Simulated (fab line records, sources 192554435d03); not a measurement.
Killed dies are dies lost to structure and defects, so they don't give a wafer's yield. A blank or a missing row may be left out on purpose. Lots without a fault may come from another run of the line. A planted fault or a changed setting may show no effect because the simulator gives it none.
fab line records | flow n5_finfet
record lots=7 wafers=21 last_day=18
route steps=1938 shown BEOL_M7@1268
lots that met no fault: from a run of the same line without faults
start_h: hours from the record's first day to the start of the lot's first wafer shown | wait_h: hours since the lot's step before | " the same as in the row above | L1.1+2: a row that stands for several wafers | - no value, or no start given | * or withheld: withheld | < > ~ a bound
route shown NAME@n: a module of which the file shows steps, and the number in the route of the first | usual: mean/standard deviation of fault-free wafers | same: alike in all rows | chamber/n: place in a boat | sites: the reading at each site | _std_site: their standard deviation | _edge_site: outer sites' mean less inner sites' | radius_mm: how far each site lies from the wafer's centre | mask NAME#n: copy n | behind: the tool/chamber that last shaped the wafer | hold: why the lot was held/for how many hours/how that ended | device: the transistor (n, p or np) that didn't switch | end of line: the same wafers' tests at the end of the route | a step without rows: its recipe alone | killed: dies lost to structure and defects at the first sort, not the wafer's yield | map: a wafer's dies, x killed, . not, _ none there
set.NAME: the setting as run; set.NAME@STEP: as run at that earlier step | model.NAME: the simulator's own value behind a step, which no gauge read
lots at some steps of the route; a table a step, a row a wafer
services: from which hour (start_h, from the record's first day; less than 0 if before it) a tool's chamber was out of use, for how many hours, and why
## steps
# step N5_BEOL_M7_COAT_59
# recipe resist=SOC temp_c=250 time_s=60 spin_rpm=1500 resist_thk_nm=100
# step N5_BEOL_M7_COAT_60
# recipe resist=SiARC temp_c=220 time_s=60 spin_rpm=1500 resist_thk_nm=35
# step N5_BEOL_M7_COAT_05
# recipe resist=CAR-ArF spin_rpm=1500 resist_thk_nm=90
# step N5_BEOL_M7_EBR_07
# recipe solvent=PGMEA ebr_width_mm=1.5
# step N5_BEOL_M7_SOFTBAKE_06
# recipe temp_c=110 time_s=60 resist=CAR-ArF
# step N5_BEOL_M7_EXPOSE_08
# recipe mask_id=M7 na=1.35 source_shape=dipole sigma_inner=0.817 sigma_outer=0.97 polarization=te dose_mj=68.25
# step N5_BEOL_M7_PEB_09
# recipe peb_temp_c=withheld peb_time_s=60 resist=CAR-ArF
# step N5_BEOL_M7_DEVELOP_10
# recipe develop_time_s=30 developer=TMAH resist=CAR-ArF rinse_liquid=diw dry=air_spin dev_temp_c=23
# step N5_BEOL_M7_CD_MEAS_11
# recipe target_cd_nm=38.5 landing_energy_ev=500 detector=se_inlens polarity=opening
# usual cd_nm=38.6/0.43
# columns lot.wafer tool chamber start_h wait_h cd_nm
L140.1 cd_sem-02 0 283.51 - 38.4
L140.4 " 0 " " 38.6
L140.5 " 0 " " 38.5
L137.1 cd_sem-02 0 286.71 - 38.5
L137.2 " 0 " " 38.3
L137.6 " 0 " " 38.4
L142.4 cd_sem-02 0 287.05 - 38.9
L142.5 " 0 " " 38.7
L142.6 " 0 " " 38.0
L141.2 cd_sem-01 0 296.22 - 38.3
L141.5 " 0 " " 39.4
L141.6 " 0 " " 38.8
L144.1 cd_sem-01 0 296.58 - 38.4
L144.3 " 0 " " 39.4
L144.6 " 0 " " 38.9
L146.1 cd_sem-03 0 322.95 - 38.3
L146.2 " 0 " " 38.2
L146.5 " 0 " " 38.1
L149.2 cd_sem-02 0 356.40 - 38.2
L149.3 " 0 " " 38.5
L149.6 " 0 " " 38.3
# step N5_BEOL_M7_OVL_MEAS_12
# recipe points_per_wafer=44
# usual M7_OVL=0.2/0.71
# columns lot.wafer tool chamber start_h wait_h M7_OVL[nm]
L140.1 overlay-01 0 283.54 0.0 0.1
L140.4 " 0 " " 0.7
L140.5 " 0 " " -0.3
L137.1 overlay-02 0 286.74 0.0 -0.6
L137.2 " 0 " " -1.3
L137.6 " 0 " " -1.4
L142.4 overlay-01 0 287.08 0.0 1.1
L142.5 " 0 " " 0.9
L142.6 " 0 " " 1.0
L141.2 overlay-02 0 296.24 0.0 -0.3
L141.5 " 0 " " 0.5
L141.6 " 0 " " 0.6
L144.1 overlay-02 0 296.61 0.0 -0.6
L144.3 " 0 " " 0.0
L144.6 " 0 " " 1.1
L146.1 overlay-02 0 322.98 0.0 1.0
L146.2 " 0 " " -0.1
L146.5 " 0 " " -0.2
L149.2 overlay-02 0 356.43 0.0 0.1
L149.3 " 0 " " -0.2
L149.6 " 0 " " 0.1
# step N5_BEOL_M7_INSPECT_13
# recipe mode=adi inspect_instrument=brightfield
# usual raw_defect_count=429/100
# columns lot.wafer tool chamber start_h wait_h raw_defect_count
L140.1 defect_inspect-01 - 283.57 0.0 316
L140.4 " - " " 387
L140.5 " - " " 392
L137.1 defect_inspect-02 - 286.76 0.0 431
L137.2 " - " " 453
L137.6 " - " " 457
L142.4 defect_inspect-02 - 287.10 0.0 391
L142.5 " - " " 643
L142.6 " - " " 530
L141.2 defect_inspect-02 - 296.27 0.0 575
L141.5 " - " " 425
L141.6 " - " " 466
L144.1 defect_inspect-01 - 296.63 0.0 548
L144.3 " - " " 504
L144.6 " - " " 644
L146.1 defect_inspect-02 - 323.01 0.0 440
L146.2 " - " " 492
L146.5 " - " " 524
L149.2 defect_inspect-01 - 356.46 0.0 419
L149.3 " - " " 449
L149.6 " - " " 399
# step N5_BEOL_M7_DESCUM_16
# recipe chemistry=O2 time_s=7.9 source_power_w=50 bias_power_w=20 pressure_mtorr=20 rf_frequency_hz=2.712e+07 temp_c=40 resist=CAR-ArF o2_flow_sccm=225
# usual bias_power_w=19.99/0.061 drypump_motor_current_A=5.8/0.51 oes_product_au=0.76/0.079 rf_vpp_V=242.8/1.3 showerhead_plenum_p_Torr=2.07/0.066 throttle_valve_pct=20.3/0.32
# columns lot.wafer tool chamber start_h wait_h bias_power_w drypump_motor_current_A oes_product_au rf_hours_counter_h rf_vpp_V showerhead_plenum_p_Torr throttle_valve_pct
L140.1 rie_diel-04 2 283.60 0.0 20.03 5.2 0.72 179 244.1 2.10 20.2
L140.4 " 0 " " 20.01 5.9 0.73 161 241.4 1.92 20.4
L140.5 " 3 " " 19.90 6.2 0.71 - 243.0 2.04 20.2
L137.1 rie_diel-02 1 286.83 0.1 19.98 6.5 0.67 237 245.1 2.15 20.7
L137.2 " 3 " " 20.02 6.6 0.81 82 242.3 2.02 20.0
L137.6 " 1 " " 20.04 6.6 0.67 - 245.2 2.15 20.7
L142.4 rie_diel-03 1 287.15 0.0 19.92 6.3 0.97 - 243.5 2.14 19.8
L142.5 " 3 " " 19.95 5.8 0.76 - 243.1 2.10 20.2
L142.6 " 2 " " 20.03 5.6 0.71 - 242.7 2.09 20.9
L141.2 rie_diel-03 3 296.30 0.0 19.99 5.8 0.76 129 243.0 2.10 20.2
L141.5 " 0 " " 19.98 5.1 0.95 - 241.8 2.06 20.5
L141.6 " 3 " " 19.90 5.8 0.75 - 243.7 2.10 20.2
L144.1 rie_diel-03 2 296.67 0.0 19.92 5.6 0.70 237 244.1 2.09 20.9
L144.3 " 3 " " 20.02 5.8 0.75 129 244.4 2.10 20.2
L144.6 " 1 " " 20.06 6.3 0.93 - 243.0 2.14 19.8
L146.1 rie_diel-03 2 323.07 0.1 20.06 5.6 0.69 245 241.9 2.08 20.9
L146.2 " 1 " " 20.07 6.3 0.91 13 243.2 2.13 19.8
L146.5 " 3 " " 20.04 5.8 0.74 - 243.1 2.10 20.2
L149.2 rie_diel-04 0 356.49 0.0 19.95 5.9 0.70 183 239.1 1.91 20.5
L149.3 " 3 " " 20.06 6.2 0.98 1 242.6 2.03 20.0
L149.6 " 1 " " 19.98 5.3 0.78 - 241.1 2.01 20.1
# step N5_BEOL_M7_ETCH_61
# recipe chemistry=CF4 target=SiARC target_depth_a=455 mask_material=CAR-ArF time_s=75.8 ion_energy_ev=80 pressure_mtorr=40 source_w=545 bias_w=36 Ar_flow_sccm=100 cf4_flow_sccm=100 ends=cleared
# usual bias_w=36.00/0.11 cf4_flow_sccm=100.0/0.3 drypump_motor_current_A=5.8/0.51 etch_rf_on_time_s=76.2/1.2 oes_product_au=0.65/0.068 rf_vpp_V=184.0/1.1 showerhead_plenum_p_Torr=2.12/0.063 throttle_valve_pct=15.53/0.28
# columns lot.wafer tool chamber start_h wait_h bias_w cf4_flow_sccm drypump_motor_current_A etch_rf_on_time_s oes_product_au rf_hours_counter_h rf_vpp_V showerhead_plenum_p_Torr throttle_valve_pct model.CAR-ArF_of_BEOL_M7_COAT_05.thk_nm
L140.1 rie_diel-04 2 283.64 0.0 36.02 99.5 5.2 77.7 0.61 179 185.0 2.13 15.31 51
L140.4 " 0 " " 36.11 100.0 5.9 76.1 0.62 161 181.8 1.97 15.63 50.6
L140.5 " 3 " " 35.97 100.2 6.3 76.0 0.60 - 185.3 2.12 15.68 51
L137.1 rie_diel-02 1 286.87 0.0 - - - - - - - - - 83.8
L137.2 " 3 " " - - - - - - - - - 83.4
L137.6 " 1 " " - - - - - - - - - 83.6
L142.4 rie_diel-03 1 287.20 0.0 - - - - - - - - - 83.8
L142.5 " 3 " " - - - - - - - - - 83.6
L142.6 " 2 " " - - - - - - - - - 83.6
L141.2 rie_diel-03 3 296.34 0.0 - - - - - - - - - 83.8
L141.5 " 0 " " - - - - - - - - - 83.6
L141.6 " 3 " " - - - - - - - - - 84
L144.1 rie_diel-03 2 296.70 0.0 35.83 100.1 5.6 77.2 0.60 237 183.7 2.11 15.92 51
L144.3 " 3 " " 35.84 100.2 5.8 76.0 0.64 129 184.4 2.15 15.41 51.2
L144.6 " 1 " " 36.06 99.7 6.3 75.6 0.80 - 184.7 2.19 15.02 51
L146.1 rie_diel-03 2 323.11 0.0 35.79 99.9 5.6 75.7 0.61 245 182.0 2.11 15.94 50.8
L146.2 " 1 " " 35.95 99.8 6.3 74.0 0.79 13 184.8 2.19 15.02 51
L146.5 " 3 " " 35.90 99.6 5.8 75.8 0.63 - 184.4 2.14 15.45 51
L149.2 rie_diel-04 0 356.53 0.0 35.92 100.0 5.9 75.3 0.61 183 181.8 1.96 15.68 50.8
L149.3 " 3 " " 36.24 100.5 6.2 76.9 0.83 1 183.2 2.11 15.25 50.8
L149.6 " 1 " " 36.00 100.0 5.3 76.2 0.66 - 181.8 2.05 15.32 50.8
# step N5_BEOL_M7_ETCH_62
# recipe chemistry=N2/H2 target=SOC target_depth_a=1100 overetch_a=220 mask_material=SiARC temp_c=40 time_s=165 ion_energy_ev=200 pressure_mtorr=30 source_w=840 bias_w=150 n2_flow_sccm=200 h2_flow_sccm=200
# usual bias_w=150.1/0.44 chamber_pressure_mTorr=30.003/0.028 drypump_motor_current_A=5.8/0.51 oes_product_au=0.65/0.064 rf_vpp_V=523.0/2.3 showerhead_plenum_p_Torr=2.51/0.076 throttle_valve_pct=17.75/0.27
# columns lot.wafer tool chamber start_h wait_h bias_w chamber_pressure_mTorr drypump_motor_current_A oes_product_au rf_hours_counter_h rf_vpp_V showerhead_plenum_p_Torr throttle_valve_pct
L140.1 rie_diel-04 2 283.69 0.0 149.8 30.015 5.2 0.62 179 521.8 2.52 17.57
L140.4 " 0 " " 149.2 29.991 5.9 0.62 161 517.4 2.35 17.92
L140.5 " 3 " " 150.0 30.025 6.2 0.60 - 522.7 2.50 17.79
L137.1 rie_diel-02 1 286.92 0.0 149.8 29.958 6.6 0.25 237 524.4 2.62 18.12
L137.2 " 3 " " 149.3 29.987 6.6 0.31 82 521.6 2.45 17.25
L137.6 " 1 " " 149.9 29.974 6.6 0.26 - 525.8 2.62 18.13
L142.4 rie_diel-03 1 287.29 0.1 150.0 29.990 6.3 0.36 - 524.8 2.61 17.13
L142.5 " 3 " " 149.7 29.947 5.8 0.28 - 524.7 2.57 17.71
L142.6 " 2 " " 149.6 30.006 5.6 0.27 - 522.4 2.49 18.00
L141.2 rie_diel-03 3 296.39 0.0 150.8 29.988 5.8 0.28 129 525.2 2.57 17.71
L141.5 " 0 " " 150.4 30.001 5.1 0.35 - 521.9 2.49 17.67
L141.6 " 3 " " 150.6 30.010 5.8 0.27 - 521.9 2.56 17.73
L144.1 rie_diel-03 2 296.76 0.0 149.4 30.040 5.6 0.60 237 522.2 2.49 18.07
L144.3 " 3 " " 150.1 29.997 5.8 0.63 129 523.3 2.56 17.77
L144.6 " 1 " " 150.7 30.017 6.3 0.79 - 526.1 2.60 17.19
L146.1 rie_diel-03 2 323.16 0.0 150.2 30.028 5.6 0.60 245 523.8 2.48 18.08
L146.2 " 1 " " 150.3 29.975 6.3 0.77 13 525.4 2.60 17.22
L146.5 " 3 " " 149.8 30.010 5.8 0.63 - 524.9 2.56 17.79
L149.2 rie_diel-04 0 356.58 0.0 150.2 29.985 5.9 0.61 183 516.9 2.34 17.95
L149.3 " 3 " " 149.5 30.018 6.3 0.83 1 523.6 2.49 17.42
L149.6 " 1 " " 150.9 29.974 5.3 0.65 - 523.5 2.44 17.64
# step N5_BEOL_M7_STRIP_68
# recipe chemistry=N2/H2 temp_c=40 n2_flow_sccm=200 h2_flow_sccm=200 rf_frequency_hz=6e+07
# step N5_BEOL_M7_STRIP_67
# recipe chemistry=CF4 resist=SiARC power_w=300 bias_power_w=75 pressure_mtorr=50 cf4_flow_sccm=150 rf_frequency_hz=6e+07
# usual bias_power_w=75.00/0.24 drypump_motor_current_A=5.8/0.51 oes_product_au=0.76/0.075 rf_vpp_V=270.7/1.5 showerhead_plenum_p_Torr=1.78/0.051 throttle_valve_pct=13.52/0.28
# columns lot.wafer tool chamber start_h wait_h bias_power_w drypump_motor_current_A oes_product_au rf_hours_counter_h rf_vpp_V showerhead_plenum_p_Torr throttle_valve_pct
L140.1 rie_diel-04 2 283.84 0.0 75.14 5.2 0.73 179 271.3 1.77 13.31
L140.4 " 0 " " 74.88 5.9 0.73 161 268.7 1.66 13.65
L140.5 " 3 " " 75.27 6.3 0.70 - 270.5 1.77 13.70
L137.1 rie_diel-02 1 287.07 0.0 74.74 6.6 0.67 237 272.1 1.84 13.93
L137.2 " 3 " " 74.88 6.6 0.81 82 271.2 1.75 13.21
L137.6 " 1 " " 74.86 6.5 0.68 - 271.4 1.84 13.91
L142.4 rie_diel-03 1 287.38 0.0 75.09 6.3 0.95 - 272.1 1.84 12.94
L142.5 " 3 " " 75.11 5.8 0.75 - 270.4 1.80 13.41
L142.6 " 2 " " 74.75 5.6 0.72 - 272.0 1.77 13.93
L141.2 rie_diel-03 3 296.54 0.0 74.87 5.8 0.74 129 271.7 1.80 13.43
L141.5 " 0 " " 75.16 5.1 0.94 - 270.8 1.77 13.43
L141.6 " 3 " " 75.13 5.8 0.76 - 271.4 1.80 13.42
L144.1 rie_diel-03 2 296.91 0.0 74.74 5.6 0.72 237 271.0 1.77 13.92
L144.3 " 3 " " 74.81 5.8 0.75 129 274.0 1.80 13.42
L144.6 " 1 " " 74.50 6.3 0.95 - 272.9 1.84 12.98
L146.1 rie_diel-03 2 323.31 0.0 75.05 5.6 0.71 245 270.9 1.77 13.94
L146.2 " 1 " " 75.17 6.3 0.91 13 270.8 1.83 13.00
L146.5 " 3 " " 75.10 5.8 0.75 - 271.1 1.80 13.43
L149.2 rie_diel-04 0 356.73 0.0 75.05 5.9 0.71 183 264.7 1.65 13.71
L149.3 " 3 " " 75.28 6.2 0.98 1 269.1 1.77 13.17
L149.6 " 1 " " 74.86 5.3 0.78 - 271.2 1.73 13.35
# step N5_BEOL_M7_HM_OPEN_17
# recipe chemistry=Cl2/BCl3 target_depth_a=200 overetch_a=60 target=TiN mask_material=SOC ion_energy_ev=150 pressure_mtorr=10 icp_w=1000 bias_w=126 Cl2_flow_sccm=53.25 bcl3_flow_sccm=21.75 Ar_flow_sccm=25
# usual drypump_motor_current_A=6.1/0.34 oes_product_au=0.64/0.085 throttle_valve_pct=22.09/0.26
# columns lot.wafer tool chamber start_h wait_h drypump_motor_current_A oes_product_au rf_hours_counter_h throttle_valve_pct
L140.1 rie_metal-01 0 283.88 0.0 6.3 0.56 106 22.28
L140.4 " 1 " " 6.3 0.68 - 21.74
L140.5 " 0 " " 6.3 0.56 - 22.26
L137.1 rie_metal-03 0 287.11 0.0 5.3 0.23 118 22.59
L137.2 " 1 " " 6.4 0.27 67 23.08
L137.6 " 0 " " 5.3 0.23 - 22.59
L142.4 rie_metal-01 0 287.44 0.1 6.2 0.25 - 22.92
L142.5 " 1 " " 6.3 0.29 - 22.38
L142.6 " 0 " " 6.2 0.25 - 22.91
L141.2 rie_metal-01 0 296.58 0.0 6.3 0.24 107 22.90
L141.5 " 0 " " 6.3 0.25 - 22.92
L141.6 " 1 " " 6.3 0.30 - 22.38
L144.1 rie_metal-01 1 296.95 0.0 6.3 0.70 31 21.72
L144.3 " 0 " " 6.2 0.56 - 22.24
L144.6 " 1 " " 6.3 0.70 - 21.71
L146.1 rie_metal-01 1 323.35 0.0 6.3 0.69 33 21.74
L146.2 " 0 " " 6.2 0.56 109 22.27
L146.5 " 0 " " 6.3 0.56 - 22.25
L149.2 rie_metal-01 1 356.80 0.1 6.3 0.67 - 21.75
L149.3 " 1 " " 6.3 0.67 - 21.75
L149.6 " 1 " " 6.3 0.67 - 21.74
# step N5_BEOL_M7_STRIP_19
# recipe chemistry=O2 power_w=400 temp_c=40 pressure_mtorr=30 rf_frequency_hz=6e+07 bias_power_w=0 overash_fraction=0.2 o2_flow_sccm=225
# usual drypump_motor_current_A=5.8/0.65 oes_product_au=0.77/0.084 rf_vpp_V=3.6/0.6 showerhead_plenum_p_Torr=2.09/0.067 throttle_valve_pct=16.6/0.31
# same bias_power_w=0
# columns lot.wafer tool chamber start_h wait_h drypump_motor_current_A oes_product_au rf_hours_counter_h rf_vpp_V showerhead_plenum_p_Torr throttle_valve_pct
L140.1 rie_diel-02 1 284.11 0.2 6.6 0.66 235 4.6 2.16 17.0
L140.4 " 3 " " 6.7 0.82 - 3.6 2.03 16.2
L140.5 " 2 " " 4.7 0.86 - 3.8 2.14 16.5
L137.1 rie_diel-02 3 287.22 0.1 6.6 0.83 82 3.8 2.03 16.3
L137.2 " 1 " " 6.6 0.66 237 4.0 2.16 17.0
L137.6 " 2 " " 4.6 0.87 - 2.8 2.14 16.5
L142.4 rie_diel-02 1 287.54 0.1 6.6 0.66 - 2.8 2.16 17.0
L142.5 " 3 " " 6.6 0.83 - 2.6 2.03 16.2
L142.6 " 2 " " 4.6 0.86 - 3.7 2.14 16.6
L141.2 rie_diel-02 3 296.74 0.1 6.6 0.82 86 3.5 2.03 16.3
L141.5 " 0 " " 5.8 0.97 - 3.4 2.16 16.9
L141.6 " 1 " " 6.6 0.66 - 3.8 2.16 17.0
L144.1 rie_diel-04 0 297.06 0.1 5.9 0.72 165 3.9 1.92 16.7
L144.3 " 3 " " 6.2 0.71 238 2.6 2.04 16.6
L144.6 " 1 " " 5.3 0.78 - 2.6 2.02 16.4
L146.1 rie_diel-03 1 323.47 0.1 6.3 0.91 13 3.2 2.14 16.1
L146.2 " 2 " " 5.6 0.70 245 3.4 2.09 17.1
L146.5 " 1 " " 6.3 0.91 - 4.2 2.14 16.1
L149.2 rie_diel-02 3 356.97 0.1 6.6 0.80 103 3.8 2.02 16.3
L149.3 " 0 " " 5.8 0.91 22 2.9 2.16 16.9
L149.6 " 3 " " 6.6 0.81 - 4.6 2.02 16.3
# step N5_BEOL_M7_CD_MEAS_18
# recipe pitch_nm=80 target_cd_nm=40
# usual cd_nm=40.2/0.51
# columns lot.wafer tool chamber start_h wait_h cd_nm
L140.1 cd_sem-03 - 284.18 0.0 39.7
L140.4 " - " " 39.7
L140.5 " - " " 40.0
L137.1 cd_sem-01 - 287.29 0.0 -
L137.2 " - " " -
L137.6 " - " " -
L142.4 cd_sem-02 - 287.60 0.0 -
L142.5 " - " " -
L142.6 " - " " -
L141.2 cd_sem-01 - 296.82 0.1 -
L141.5 " - " " -
L141.6 " - " " -
L144.1 cd_sem-03 - 297.13 0.0 39.1
L144.3 " - " " 40.2
L144.6 " - " " 40.5
L146.1 cd_sem-03 - 323.53 0.0 40.2
L146.2 " - " " 39.9
L146.5 " - " " 39.7
L149.2 cd_sem-02 - 357.04 0.1 40.1
L149.3 " - " " 39.9
L149.6 " - " " 39.4
# step N5_BEOL_M7_COAT_63
# recipe resist=SOC temp_c=250 time_s=60 spin_rpm=1500 resist_thk_nm=60
## services
# columns tool chamber start_h hours kind
rie_diel-03 1 264.73 - clean
rie_diel-03 1 264.73 - consumable_replace:focus_ring
rie_diel-03 1 264.73 16.1 scheduled_down
rie_diel-03 1 264.73 16.1 vent_cycle
rie_diel-03 - 271.55 14.6 pm
rie_diel-02 0 274.53 - clean
rie_diel-02 0 274.53 - consumable_replace:focus_ring
rie_diel-02 0 274.53 14.8 scheduled_down
rie_diel-02 0 274.53 14.8 vent_cycle
rie_diel-03 0 318.78 21.1 repair
rie_diel-04 0 319.25 5.6 repair
rie_diel-02 1 330.24 - clean
rie_diel-02 1 330.24 - consumable_replace:focus_ring
rie_diel-02 1 330.24 18.0 scheduled_down
rie_diel-02 1 330.24 18.0 vent_cycle
rie_diel-04 3 338.66 - clean
rie_diel-04 3 338.66 - consumable_replace:focus_ring
rie_diel-04 3 338.66 15.6 scheduled_down
rie_diel-04 3 338.66 15.6 vent_cycle
rie_metal-01 0 338.84 - clean
rie_diel-03 2 339.96 - clean
rie_diel-03 2 339.96 - consumable_replace:focus_ring
rie_diel-03 2 339.96 16.9 scheduled_down
rie_diel-03 2 339.96 16.9 vent_cycle
## key
first_sign step=N5_BEOL_M7_ETCH_61 reading=tool_record direction=missing
effect step=N5_BEOL_M7_ETCH_62 reading=oes_product_au direction=down sigmas=5.5 usual=0.65 struck=0.29
effect step=N5_BEOL_M7_HM_OPEN_17 reading=oes_product_au direction=down sigmas=4.5 usual=0.64 struck=0.26
effect step=N5_BEOL_M7_CD_MEAS_18 reading=cd_nm direction=missing
model_effect step=N5_BEOL_M7_ETCH_61 value=CAR-ArF_of_BEOL_M7_COAT_05.thk_nm without=51.11 struck=83.69
met_at N5_BEOL_M7_ETCH_61
struck_wafers L137.1,L137.2,L137.6,L141.2,L141.5,L141.6,L142.4,L142.5,L142.6
later_rows_left_out L137.1,L137.2,L137.6,L141.2,L141.5,L141.6,L142.4,L142.5,L142.6
sort_left_out L137.1,L137.2,L137.6,L141.2,L141.5,L141.6,L142.4,L142.5,L142.6
fault kind=skipped_step_whole tool=rie_diel-02,rie_diel-03 chamber=- onset_h=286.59 steps=N5_BEOL_M7_ETCH_61 scope=struck_lots_only
# sort_left_out: the simulated sort isn't trusted on such a fault, so these wafers' sort isn't shown, and their yield isn't known
# later_rows_left_out: the simulator's readings of these wafers behind a module that went badly wrong aren't trusted and aren't shown, but for the sort
